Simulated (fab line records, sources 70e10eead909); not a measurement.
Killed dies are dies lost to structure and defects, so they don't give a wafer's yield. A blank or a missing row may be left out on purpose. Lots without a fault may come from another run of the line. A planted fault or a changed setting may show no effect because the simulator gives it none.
Chamber matching | flow nand_harc | NHARC_P_BONDPAD_DESCUM_11 on rie_diel-08: 4 sister chambers
The step chemistry O2, time 3 s. 4 wafers are shown with their chamber, then 9 later ones without.

WAFERS WITH THEIR CHAMBER
wafer  | chamber | oes_product_au (a.u.)
L084.4 | 3       | 1.029
L084.5 | 2       | 0.978
L086.3 | 1       | 0.997
L086.6 | 0       | 1.014

WAFERS WITHOUT THEIR CHAMBER
wafer  | oes_product_au (a.u.)
L091.3 | 0.977
L091.5 | 1.028
L091.6 | 1.022
L095.1 | 0.986
L095.4 | 1.022
L095.5 | 0.990
L097.1 | 1.021
L097.3 | 0.977
L097.6 | 1.020

WHICH CHAMBER EACH WENT THROUGH
wafer  | from the rows above     | in truth
L091.3 | 2                       | 2
L091.5 | 3                       | 3
L091.6 | can't be placed: 3 or 0 | 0
L095.1 | can't be placed: 2 or 1 | 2
L095.4 | can't be placed: 3 or 0 | 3
L095.5 | can't be placed: 1 or 2 | 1
L097.1 | can't be placed: 0 or 3 | 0
L097.3 | 2                       | 2
L097.6 | can't be placed: 0 or 3 | 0
Placed correctly: 3 of 9. Can't be placed from these rows: 6 (the true chamber is among the candidates in 6). Placed wrongly: 0.
How it was worked out, from the rows above alone: a wafer's distance from a chamber is the root of the sum, over the readings, of the square of ((its reading less the chamber's mean) divided by the reading's scatter). The wafer belongs to the nearest chamber; if the next one is less than 2 further off, it can't be placed. A chamber's mean is the mean of its shown wafers. The scatter: with one shown wafer a chamber, the root of the mean of the squares of how far each hidden wafer lies from its nearest shown one.
